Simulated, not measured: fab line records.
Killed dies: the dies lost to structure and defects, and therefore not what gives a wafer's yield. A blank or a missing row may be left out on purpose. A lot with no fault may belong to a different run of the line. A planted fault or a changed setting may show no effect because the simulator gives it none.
Matching of chambers	flow nandHarc	4 sister chambers for NHARC_A_BONDPAD_DESCUM_11 on rieDiel-06
The step chemistry O2, time 3 s. 14 wafers are shown with their chamber, then 7 later ones without.

== WAFERS PAIRED WITH THEIR CHAMBERS ==
wafer	chamber	showerheadPlenumPTorr (Torr)	rfVppV (V)	oesProductAu (a.u.)
L132.1	1	1.78	55.7	0.993
L132.4	0	2.02	58.2	0.982
L132.5	1	1.78	56.5	0.991
L134.1	0	2.02	58.9	0.994
L134.2	3	1.92	58.1	1.015
L134.6	2	1.93	58.7	0.988
L138.2	3	1.92	57.9	0.995
L138.3	1	1.78	57.4	1.021
L138.4	2	1.93	59.0	0.987
L137.1	2	1.93	59.7	0.975
L137.2	0	2.01	59.4	0.981
L137.5	0	2.01	57.5	0.977
L139.2	1	1.78	56.8	1.014
L139.4	3	1.92	57.6	0.995

SIGNATURES (averages over the wafers above)
reading	chamber 0	chamber 1	chamber 2	chamber 3	scatter within a chamber
showerheadPlenumPTorr	2.0150	1.7800	1.9300	1.9200	0.00316
rfVppV	58.500	56.600	59.133	57.867	0.649
oesProductAu	0.98350	1.00475	0.98333	1.00167	0.011
Rule: distance of a wafer from a chamber = root of the sum over the readings of ((wafer's reading minus chamber's mean) / reading's scatter) squared. The wafer belongs to the nearest chamber; if the next one is less than 2 further off, it can't be placed. The scatter: the root of (the sum of the squares of (reading less its chamber's mean) over the shown wafers, divided by (wafers less chambers)).

== WAFERS MISSING THEIR CHAMBER ==
wafer	showerheadPlenumPTorr (Torr)	rfVppV (V)	oesProductAu (a.u.)
L139.5	1.93	59.8	0.997
L142.1	1.92	58.8	1.002
L142.2	1.78	56.8	1.016
L142.4	1.93	57.0	0.994
L143.1	1.92	57.7	0.985
L143.2	1.78	58.9	1.012
L143.3	1.93	58.8	0.980

== WHICH CHAMBER EACH ONE RAN IN ==
wafer	from the rows above	in truth
L139.5	2	2
L142.1	3	3
L142.2	1	1
L142.4	can't be placed: 2 or 3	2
L143.1	3	3
L143.2	1	1
L143.3	2	2
6 of 7 placed correctly. Can't be placed from these rows: 1 (the true chamber is among the candidates in 1). Placed wrongly: 0.
